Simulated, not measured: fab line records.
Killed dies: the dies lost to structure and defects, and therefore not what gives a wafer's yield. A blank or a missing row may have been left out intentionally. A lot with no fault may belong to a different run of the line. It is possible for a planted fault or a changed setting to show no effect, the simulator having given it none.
Matching of chambers | flow n5 finfet | N5_STI_FIN_REVEAL_ALD_00 on ald sin-03 has 4 sister chambers
The step deposits SiO2, target thk 1 nm, pulse time 1 s. 16 wafers are shown with their chamber, then 8 later ones without.

## WAFERS PAIRED WITH THEIR CHAMBERS
wafer  | chamber | heater power w (W) | precursor pulse height rel
L075.1 | 1       | 493                | 1.013
L075.5 | 1       | 488                | 0.986
L075.6 | 0       | 490                | 0.944
L080.3 | 2       | 512                | 0.991
L080.4 | 0       | 487                | 1.013
L080.6 | 1       | 494                | 0.962
L081.2 | 0       | 492                | 0.968
L081.5 | 0       | 486                | 0.993
L081.6 | 1       | 492                | 1.011
L082.2 | 0       | 488                | 1.003
L082.4 | 3       | 498                | 1.017
L082.5 | 2       | 508                | 0.969
L084.1 | 3       | 492                | 0.995
L084.3 | 1       | 486                | 1.025
L084.4 | 0       | 477                | 0.999
L086.2 | 2       | 513                | 1.015

SIGNATURES (means of the wafers above)
reading                    | chamber 0 | chamber 1 | chamber 2 | chamber 3 | scatter within a chamber
heater power w             | 486.67    | 490.60    | 511.00    | 495.00    | 4.23
precursor pulse height rel | 0.98667   | 0.99940   | 0.99167   | 1.00600   | 0.0245
Rule: for a wafer and a chamber, the distance is found by dividing, reading by reading, the gap between the wafer's reading and the chamber's mean by the reading's scatter, squaring, summing and taking the root. If the next closest chamber is less than 2 further off than the closest, the wafer can't be placed; otherwise it belongs to the closest. The scatter is the square root of a quotient: the sum, over the shown wafers, of each reading's squared deviation from its chamber's mean, divided by wafers minus chambers.

## WAFERS MISSING THEIR CHAMBER
wafer  | heater power w (W) | precursor pulse height rel
L086.4 | 485                | 0.986
L086.6 | 498                | 1.027
L094.2 | 496                | 0.990
L094.3 | 522                | 0.988
L094.5 | 486                | 1.002
L095.1 | 490                | 1.009
L095.4 | 518                | 1.001
L095.5 | 483                | 0.961

## CHAMBER TAKEN BY EACH
wafer  | from the rows above          | in truth
L086.4 | can't be placed: 0 or 1      | 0
L086.6 | can't be placed: 3 or 1      | 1
L094.2 | can't be placed: 3 or 1 or 0 | 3
L094.3 | 2                            | 2
L094.5 | can't be placed: 0 or 1 or 3 | 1
L095.1 | can't be placed: 1 or 3 or 0 | 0
L095.4 | 2                            | 2
L095.5 | can't be placed: 0 or 1      | 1
2 of 8 placed correctly. From these rows, 6 cannot be placed; in 6 the true chamber is one of the candidates. Number placed wrongly: 0.
